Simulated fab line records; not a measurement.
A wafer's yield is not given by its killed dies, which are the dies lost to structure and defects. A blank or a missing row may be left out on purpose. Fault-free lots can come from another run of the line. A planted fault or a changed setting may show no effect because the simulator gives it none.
Chamber matching	flow n5 finfet	rie diel-03 running N5_PMOS_HMC_CHANNEL_EPI_STRIP_33: 4 sister chambers
The step strips in N2/H2. 8 wafers are shown with their chamber, then 9 later ones without.

== WAFERS WITH THEIR CHAMBER ==
wafer	chamber	showerhead plenum p Torr (Torr)	drypump motor current A (A)
L081.6	3	3.49	5.3
L085.2	0	3.53	5.7
L085.5	0	3.53	5.7
L089.5	2	3.23	5.5
L089.6	1	3.35	5.8
L091.1	2	3.22	5.5
L091.2	3	3.48	5.3
L091.6	1	3.34	5.7

== WAFERS WITH NO CHAMBER GIVEN ==
wafer	showerhead plenum p Torr (Torr)	drypump motor current A (A)
L094.1	3.48	5.3
L094.2	3.52	5.7
L094.3	3.34	5.8
L095.2	3.52	5.7
L095.3	3.22	5.5
L095.5	3.34	5.8
L097.1	3.34	5.7
L097.3	3.52	5.7
L097.5	3.34	5.8

== CHAMBER TAKEN BY EACH ==
wafer	from the rows above	in truth
L094.1	3	3
L094.2	0	0
L094.3	1	1
L095.2	0	0
L095.3	2	2
L095.5	1	1
L097.1	1	1
L097.3	0	0
L097.5	1	1
Correct placement for 9 of the 9. From these rows, 0 cannot be placed. Number placed wrongly: 0.
How it was worked out, from the rows above alone: a wafer's distance from a chamber is the root of the sum, over the readings, of the square of ((its reading less the chamber's mean) divided by the reading's scatter). The wafer belongs to the nearest chamber; if the next one is less than 2 further off, it can't be placed. Each chamber's mean is taken over the wafers shown for it. The scatter is the square root of a quotient: the sum, over the shown wafers, of each reading's squared deviation from its chamber's mean, divided by wafers minus chambers.
